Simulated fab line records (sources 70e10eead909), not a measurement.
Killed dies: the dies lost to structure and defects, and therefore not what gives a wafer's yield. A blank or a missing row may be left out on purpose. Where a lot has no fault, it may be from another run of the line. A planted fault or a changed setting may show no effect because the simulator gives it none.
Code-filled problem report in 8D (eight disciplines) form | flow nand harc | the parts of the form that need people (team, actions taken, sign-off) are left out

## 1. THE PROBLEM
At NHARC_A_SOURCE_PLATE_THK_MEAS_06, thk nm averages 146.2 nm over 6 wafers from 2 lots, while fault-free wafers read 198.8 nm, standard deviation 2.3. Measured from the usual mean, that is -23 standard deviations.
The step: measures by ellipsometry.
Earliest sighting: wafer L841.2 on film metro-01 at day 11 14:48. The record has a number at this step for 36 wafers belonging to 12 lots. Rule for "out" (also "out of limits"): further than 4 standard deviations from the usual mean. All remaining wafers that have a number are taken as sound.

## 2. WHAT IT IS, WHAT IT ISN'T
question                    | is                           | is not
which readings at this step | thk nm                       | -
which lots                  | L841, L842                   | L831, L832, L834, L839, L844, L846, L847, L851, L853, L854
which wafers of those lots  | all that have a number       | -
read on which gauges        | film metro-01, film metro-02 | -
when                        | from day 11 14:48            | up to then (12 sound wafers); but 18 sound wafers of L844, L846, L847, L851, L853, L854 came after

## 3. THE SUSPECTS, EACH WITH WHAT RULES IT OUT
Counting: any tool at a process step up to the reading is kept as a suspect provided that every lot that is out went through it and no sound lot did after the first of them.
- the gauge at NHARC_A_SOURCE_PLATE_THK_MEAS_06: ruled out. 2 gauges (film metro-01, film metro-02) read the wafers that are out.
- rtp anneal-02 at NHARC_A_ZERO_WELL_RTA_16 (time 10 s): ruled out as a lasting fault. The sound lots L844, L846, L851, L854 went through it after L841, its earliest lot that is out (day 10 18:10).
- lpcvd poly-02 at NHARC_A_SOURCE_PLATE_CVD_03 (deposits poly-Si, target thk 200 nm, time 4000 s): kept. Every lot that is out went through it, starting with L841 (day 11 04:02), and after that it ran no sound lot; the last sound lot it ran before then is L834 (day 8 19:53). Its own readings are out on those wafers: spike tc bottom C, spike tc centre C, spike tc lower C, spike tc top C, spike tc upper C, tube center temp C.
After counting, what remains is lpcvd poly-02 at NHARC_A_SOURCE_PLATE_CVD_03.

## 4. THE CAUSE (what the simulator had put in)
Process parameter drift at NHARC_A_SOURCE_PLATE_CVD_03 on lpcvd poly-02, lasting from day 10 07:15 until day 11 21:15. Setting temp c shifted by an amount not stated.
Counting left only this tool.

## 5. THE CHAIN OF EFFECTS, in route order
Each row: a reading whose mean over the struck wafers that have a number lies more than 3 standard deviations from the usual. Only readings whose record carries a usual standard deviation are examined. hours: median over the lots of the time between each lot's start at the first step of this table that gives one and its start at this step. sigmas: the change, counted in usual standard deviations.
hours | step                             | reading            | usual    | on struck wafers | change | sigmas
0     | NHARC_A_SOURCE_PLATE_CVD_03      | spike tc bottom C  | 639.2 C  | 626.0            | -13.2  | -14
0     | NHARC_A_SOURCE_PLATE_CVD_03      | spike tc centre C  | 620.2 C  | 607.2            | -13.0  | -9.3
0     | NHARC_A_SOURCE_PLATE_CVD_03      | spike tc lower C   | 619.5 C  | 606.3            | -13.2  | -14
0     | NHARC_A_SOURCE_PLATE_CVD_03      | spike tc top C     | 636.8 C  | 623.9            | -12.9  | -5.2
0     | NHARC_A_SOURCE_PLATE_CVD_03      | spike tc upper C   | 618.6 C  | 605.1            | -13.5  | -11
0     | NHARC_A_SOURCE_PLATE_CVD_03      | tube center temp C | 620 C    | 607              | -13    | -99 or more
10    | NHARC_A_SOURCE_PLATE_THK_MEAS_06 | thk nm             | 198.8 nm | 146.2            | -52.6  | -23
Its process steps:
- NHARC_A_SOURCE_PLATE_CVD_03: deposits poly-Si, target thk 200 nm, time 4000 s.
Later measuring or inspecting steps at which every struck wafer that the step has a row for has a number for every such reading, and none has moved that far: NHARC_END_SORT_01.

## 6. WHAT WOULD HAVE CAUGHT IT SOONER
The first out-of-limits reading at a measuring or inspecting step in this record came at day 11 14:48, 32 hours after the fault's start at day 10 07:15.
At NHARC_A_SOURCE_PLATE_CVD_03, the tool's own readings (spike tc bottom C, spike tc centre C, spike tc lower C, spike tc top C, spike tc upper C, tube center temp C) were out on each struck wafer the step has a row for, so an alarm limit on them would have fired on the first such wafer.
Lots out: 2; of these, L842 started NHARC_A_SOURCE_PLATE_CVD_03 on lpcvd poly-02 after day 11 14:48. Had the tool been put on hold then, it would have been spared.
